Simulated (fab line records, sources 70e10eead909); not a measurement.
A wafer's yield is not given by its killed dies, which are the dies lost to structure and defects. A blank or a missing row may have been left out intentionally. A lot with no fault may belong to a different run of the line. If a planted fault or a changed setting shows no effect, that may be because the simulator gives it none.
What tool caused it? / flow nand_harc / Sampling: 12 lots, 36 wafers, 6 of 1302 route steps

== WHAT THE GAUGES SHOWED, per wafer ==
NHARC_A_CHANNEL_FILL_D1_THK_MEAS_06: measures by ellipsometry. Usual: thk_nm reads 5.1 nm (standard deviation 0.96).
lot=L395; measured=day 11 02:08; on=film_metro-02; thk_nm (nm)=5.2 4.2 4.4; flag=
lot=L396; measured=day 11 02:09; on=film_metro-01; thk_nm (nm)=5.4 4.6 4.9; flag=
lot=L398; measured=day 11 23:40; on=film_metro-01; thk_nm (nm)=5.3 6.6 6.1; flag=
lot=L399; measured=day 12 18:41; on=film_metro-01; thk_nm (nm)=5.7 4.4 5.1; flag=
lot=L402; measured=day 13 22:20; on=film_metro-01; thk_nm (nm)=4.5 5.5 6.4; flag=
lot=L403; measured=day 14 04:46; on=film_metro-01; thk_nm (nm)=3.2 4.3 5.5; flag=
lot=L405; measured=day 14 20:14; on=film_metro-01; thk_nm (nm)=5.9 5.2 5.0; flag=
lot=L411; measured=day 17 02:34; on=film_metro-01; thk_nm (nm)=6.1 4.0 5.5; flag=
lot=L412; measured=day 18 02:42; on=film_metro-02; thk_nm (nm)=5.7 4.0 4.2; flag=
lot=L415; measured=day 19 03:45; on=film_metro-02; thk_nm (nm)=5.4 5.2 4.0; flag=
lot=L416; measured=day 19 12:01; on=film_metro-02; thk_nm (nm)=5.8 5.9 6.3; flag=
lot=L417; measured=day 20 09:10; on=film_metro-01; thk_nm (nm)=5.2 7.1 6.4; flag=

NHARC_A_DECK1_JOINT_THK_MEAS_17: measures by ellipsometry. Usual: thk_nm reads 45.2 nm (standard deviation 1.3).
lot=L395; measured=day 12 22:06; on=film_metro-02; thk_nm (nm)=46.5 46.6 45.7; flag=
lot=L396; measured=day 12 22:15; on=film_metro-01; thk_nm (nm)=44.1 44.9 44.9; flag=
lot=L398; measured=day 13 22:07; on=film_metro-02; thk_nm (nm)=45.5 46.3 45.6; flag=
lot=L399; measured=day 14 14:55; on=film_metro-02; thk_nm (nm)=44.9 46.8 45.7; flag=
lot=L402; measured=day 15 22:32; on=film_metro-02; thk_nm (nm)=46.8 46.9 44.9; flag=
lot=L403; measured=day 16 03:03; on=film_metro-01; thk_nm (nm)=43.7 45.2 44.8; flag=
lot=L405; measured=day 16 17:11; on=film_metro-01; thk_nm (nm)=46.9 47.1 45.5; flag=
lot=L411; measured=day 18 21:46; on=film_metro-01; thk_nm (nm)=38.1 40.3 42.1; flag=OFF
lot=L412; measured=day 19 22:44; on=film_metro-02; thk_nm (nm)=38.0 40.6 40.8; flag=OFF
lot=L415; measured=day 21 20:32; on=film_metro-01; thk_nm (nm)=45.2 46.3 44.8; flag=
lot=L416; measured=day 21 10:48; on=film_metro-02; thk_nm (nm)=44.4 44.7 44.1; flag=
lot=L417; measured=day 22 09:18; on=film_metro-02; thk_nm (nm)=45.3 44.9 45.2; flag=

NHARC_A_DECK1_JOINT_INSPECT_05. Usual: raw_defect_count reads 352 (standard deviation 190).
lot=L395; measured=day 12 22:08; on=defect_inspect-01; raw_defect_count=227 159 212; flag=
lot=L396; measured=day 12 22:17; on=defect_inspect-01; raw_defect_count=433 356 271; flag=
lot=L398; measured=day 13 22:10; on=defect_inspect-01; raw_defect_count=188 285 408; flag=
lot=L399; measured=day 14 14:57; on=defect_inspect-02; raw_defect_count=335 218 177; flag=
lot=L402; measured=day 15 22:34; on=defect_inspect-01; raw_defect_count=238 488 799; flag=
lot=L403; measured=day 16 03:05; on=defect_inspect-02; raw_defect_count=304 288 216; flag=
lot=L405; measured=day 16 17:13; on=defect_inspect-02; raw_defect_count=483 477 427; flag=
lot=L411; measured=day 18 21:49; on=defect_inspect-01; raw_defect_count=946 479 666; flag=
lot=L412; measured=day 19 22:46; on=defect_inspect-02; raw_defect_count=235 291 402; flag=
lot=L415; measured=day 21 20:34; on=defect_inspect-01; raw_defect_count=312 261 327; flag=
lot=L416; measured=day 21 10:50; on=defect_inspect-02; raw_defect_count=350 413 213; flag=
lot=L417; measured=day 22 09:20; on=defect_inspect-01; raw_defect_count=216 183 337; flag=

NHARC_END_SORT_01. Usual: killed_at_array 56, standard deviation 21; killed_at_other 1.2, standard deviation 1.6; killed_at_periphery 3.7, standard deviation 2.5; killed_dies 61, standard deviation 21; killed_open 3.1, standard deviation 1.8; killed_short 2.8, standard deviation 1.7.
lot=L402; measured=day 28 04:38; on=prober-02; killed_at_array=52 57; killed_at_other=4 0; killed_at_periphery=4 3; killed_dies=60 60; killed_open=7 2; killed_short=0 2; flag=

== WHAT TOOL EACH LOT RAN ON (gives the tool, then ch and the chambers of the sampled wafers, and finally the start) ==
lot=L395; NHARC_A_CHANNEL_FILL_D1_ETCHBACK_19=rie_si-04 ch 0,1,3, day 10 14:20; NHARC_A_DECK1_JOINT_DEP_16=pecvd-04 ch 0,1, day 12 21:49
lot=L396; NHARC_A_CHANNEL_FILL_D1_ETCHBACK_19=rie_si-06 ch 0,1, day 10 17:01; NHARC_A_DECK1_JOINT_DEP_16=pecvd-01 ch 0,1, day 12 22:00
lot=L398; NHARC_A_CHANNEL_FILL_D1_ETCHBACK_19=rie_si-06 ch 1,2,3, day 11 08:35; NHARC_A_DECK1_JOINT_DEP_16=pecvd-04 ch 1,2, day 13 21:51
lot=L399; NHARC_A_CHANNEL_FILL_D1_ETCHBACK_19=rie_si-01 ch 1,2, day 12 05:59; NHARC_A_DECK1_JOINT_DEP_16=pecvd-03 ch 0,1, day 14 14:38
lot=L402; NHARC_A_CHANNEL_FILL_D1_ETCHBACK_19=rie_si-01 ch 0,1,3, day 13 10:34; NHARC_A_DECK1_JOINT_DEP_16=pecvd-04 ch 0,2, day 15 22:13
lot=L403; NHARC_A_CHANNEL_FILL_D1_ETCHBACK_19=rie_si-06 ch 0,2,3, day 13 15:47; NHARC_A_DECK1_JOINT_DEP_16=pecvd-04 ch 0,2, day 16 02:44
lot=L405; NHARC_A_CHANNEL_FILL_D1_ETCHBACK_19=rie_si-01 ch 1,2,3, day 14 07:52; NHARC_A_DECK1_JOINT_DEP_16=pecvd-01 ch 1,2, day 16 16:54
lot=L411; NHARC_A_CHANNEL_FILL_D1_ETCHBACK_19=rie_si-06 ch 0,1,2, day 16 14:35; NHARC_A_DECK1_JOINT_DEP_16=pecvd-01 ch 0,1,2, day 18 21:33
lot=L412; NHARC_A_CHANNEL_FILL_D1_ETCHBACK_19=rie_si-06 ch 0,2,3, day 17 12:17; NHARC_A_DECK1_JOINT_DEP_16=pecvd-01 ch 0,2, day 19 22:27
lot=L415; NHARC_A_CHANNEL_FILL_D1_ETCHBACK_19=rie_si-04 ch 0,2,3, day 18 15:56; NHARC_A_DECK1_JOINT_DEP_16=pecvd-03 ch 0,2, day 21 20:17
lot=L416; NHARC_A_CHANNEL_FILL_D1_ETCHBACK_19=rie_si-04 ch 0,2,3, day 18 19:14; NHARC_A_DECK1_JOINT_DEP_16=pecvd-04 ch 1,2, day 21 10:31
lot=L417; NHARC_A_CHANNEL_FILL_D1_ETCHBACK_19=rie_si-04 ch 0,3, day 19 19:10; NHARC_A_DECK1_JOINT_DEP_16=pecvd-04 ch 0,2, day 22 09:04
- NHARC_A_CHANNEL_FILL_D1_ETCHBACK_19: etches the open film in HBr/Cl2, target depth 5 nm, time 1.7 s.
- NHARC_A_DECK1_JOINT_DEP_16: deposits SiO2, target thk 45 nm.

== WHAT THE TOOLS THEMSELVES READ (means of the sampled wafers that have a number; where no wafer has one, the mark that the record gives instead) ==
NHARC_A_CHANNEL_FILL_D1_ETCHBACK_19. Usual: drypump_motor_current_A 5.8 A, standard deviation 0.38; oes_product_au 0.999 a.u., standard deviation 0.0072; throttle_valve_pct 26.406 %, standard deviation 0.0096.
lot=L395; tool=rie_si-04; drypump_motor_current_A (A)=6.1; oes_product_au (a.u.)=1.007; throttle_valve_pct (%)=26.404; flag=
lot=L396; tool=rie_si-06; drypump_motor_current_A (A)=5.9; oes_product_au (a.u.)=1.002; throttle_valve_pct (%)=26.394; flag=
lot=L398; tool=rie_si-06; drypump_motor_current_A (A)=5.8; oes_product_au (a.u.)=0.994; throttle_valve_pct (%)=26.397; flag=
lot=L399; tool=rie_si-01; drypump_motor_current_A (A)=5.6; oes_product_au (a.u.)=0.995; throttle_valve_pct (%)=26.400; flag=
lot=L402; tool=rie_si-01; drypump_motor_current_A (A)=5.5; oes_product_au (a.u.)=0.993; throttle_valve_pct (%)=26.410; flag=
lot=L403; tool=rie_si-06; drypump_motor_current_A (A)=5.6; oes_product_au (a.u.)=0.993; throttle_valve_pct (%)=26.403; flag=
lot=L405; tool=rie_si-01; drypump_motor_current_A (A)=5.6; oes_product_au (a.u.)=0.989; throttle_valve_pct (%)=26.416; flag=
lot=L411; tool=rie_si-06; drypump_motor_current_A (A)=5.7; oes_product_au (a.u.)=0.997; throttle_valve_pct (%)=26.412; flag=
lot=L412; tool=rie_si-06; drypump_motor_current_A (A)=5.5; oes_product_au (a.u.)=0.992; throttle_valve_pct (%)=26.413; flag=
lot=L415; tool=rie_si-04; drypump_motor_current_A (A)=5.9; oes_product_au (a.u.)=0.999; throttle_valve_pct (%)=26.408; flag=
lot=L416; tool=rie_si-04; drypump_motor_current_A (A)=5.9; oes_product_au (a.u.)=0.995; throttle_valve_pct (%)=26.405; flag=
lot=L417; tool=rie_si-04; drypump_motor_current_A (A)=6.2; oes_product_au (a.u.)=0.994; throttle_valve_pct (%)=26.418; flag=

NHARC_A_DECK1_JOINT_DEP_16. Usual: heater_power_w 527 W, standard deviation 87; mfc_precursor_sccm 161.3 sccm, standard deviation 0.5; showerhead_vpp_V 1864 V, standard deviation 62; susceptor_temp_C 399.98 C, standard deviation 0.22; throttle_valve_pct 15.9 %, standard deviation 0.61.
lot=L395; tool=pecvd-04; heater_power_w (W)=513; mfc_precursor_sccm (sccm)=161.3; showerhead_vpp_V (V)=1786; susceptor_temp_C (C)=400.11; throttle_valve_pct (%)=16.2; flag=
lot=L396; tool=pecvd-01; heater_power_w (W)=483; mfc_precursor_sccm (sccm)=161.2; showerhead_vpp_V (V)=1903; susceptor_temp_C (C)=399.96; throttle_valve_pct (%)=16.6; flag=
lot=L398; tool=pecvd-04; heater_power_w (W)=457; mfc_precursor_sccm (sccm)=161.0; showerhead_vpp_V (V)=1891; susceptor_temp_C (C)=399.90; throttle_valve_pct (%)=16.0; flag=
lot=L399; tool=pecvd-03; heater_power_w (W)=594; mfc_precursor_sccm (sccm)=161.0; showerhead_vpp_V (V)=1835; susceptor_temp_C (C)=400.14; throttle_valve_pct (%)=15.8; flag=
lot=L402; tool=pecvd-04; heater_power_w (W)=495; mfc_precursor_sccm (sccm)=161.8; showerhead_vpp_V (V)=1869; susceptor_temp_C (C)=399.95; throttle_valve_pct (%)=16.1; flag=
lot=L403; tool=pecvd-04; heater_power_w (W)=502; mfc_precursor_sccm (sccm)=160.9; showerhead_vpp_V (V)=1871; susceptor_temp_C (C)=399.97; throttle_valve_pct (%)=15.9; flag=
lot=L405; tool=pecvd-01; heater_power_w (W)=531; mfc_precursor_sccm (sccm)=160.9; showerhead_vpp_V (V)=1891; susceptor_temp_C (C)=400.12; throttle_valve_pct (%)=15.1; flag=
lot=L411; tool=pecvd-01; heater_power_w (W)=525; mfc_precursor_sccm (sccm)=142.1; showerhead_vpp_V (V)=1883; susceptor_temp_C (C)=399.92; throttle_valve_pct (%)=15.6; flag=OFF
lot=L412; tool=pecvd-01; heater_power_w (W)=557; mfc_precursor_sccm (sccm)=142.1; showerhead_vpp_V (V)=1888; susceptor_temp_C (C)=400.12; throttle_valve_pct (%)=16.0; flag=OFF
lot=L415; tool=pecvd-03; heater_power_w (W)=464; mfc_precursor_sccm (sccm)=160.7; showerhead_vpp_V (V)=1852; susceptor_temp_C (C)=399.55; throttle_valve_pct (%)=14.9; flag=
lot=L416; tool=pecvd-04; heater_power_w (W)=463; mfc_precursor_sccm (sccm)=161.2; showerhead_vpp_V (V)=1905; susceptor_temp_C (C)=399.81; throttle_valve_pct (%)=16.5; flag=
lot=L417; tool=pecvd-04; heater_power_w (W)=506; mfc_precursor_sccm (sccm)=161.5; showerhead_vpp_V (V)=1886; susceptor_temp_C (C)=399.92; throttle_valve_pct (%)=15.7; flag=

== THE ANSWER, worked out from the rows above alone ==
Rule: take the mean of a lot's wafers that have a number; if it is more than 3 standard deviations from the usual mean, the lot is off. Also off: a lot with no number at a reading for which 4 or more lots have one. Where the step has rows for the other lots, those lots are counted as sound. After the gauges, taken in route order, come the tools' own readings; for these a lot's mean is taken, as printed above. The first step at which some lot is off is used, and at that step the reading that is off furthest; a lot without a number counts as furthest.
Off at NHARC_A_DECK1_JOINT_THK_MEAS_17 (thk_nm): L411, L412.
If a tool, at a process step before that reading, ran all the lots that are off and no sound lot after the first of them, it fits. The gauges at NHARC_A_DECK1_JOINT_THK_MEAS_17 aren't tried: what is off there is off at NHARC_A_DECK1_JOINT_DEP_16 too, on other tools, and a gauge's error can't cause that. This does not decide it: 2 tools fit, namely rie_si-06 at NHARC_A_CHANNEL_FILL_D1_ETCHBACK_19 and pecvd-01 at NHARC_A_DECK1_JOINT_DEP_16.

== WHAT THE SIMULATOR PUT IN ==
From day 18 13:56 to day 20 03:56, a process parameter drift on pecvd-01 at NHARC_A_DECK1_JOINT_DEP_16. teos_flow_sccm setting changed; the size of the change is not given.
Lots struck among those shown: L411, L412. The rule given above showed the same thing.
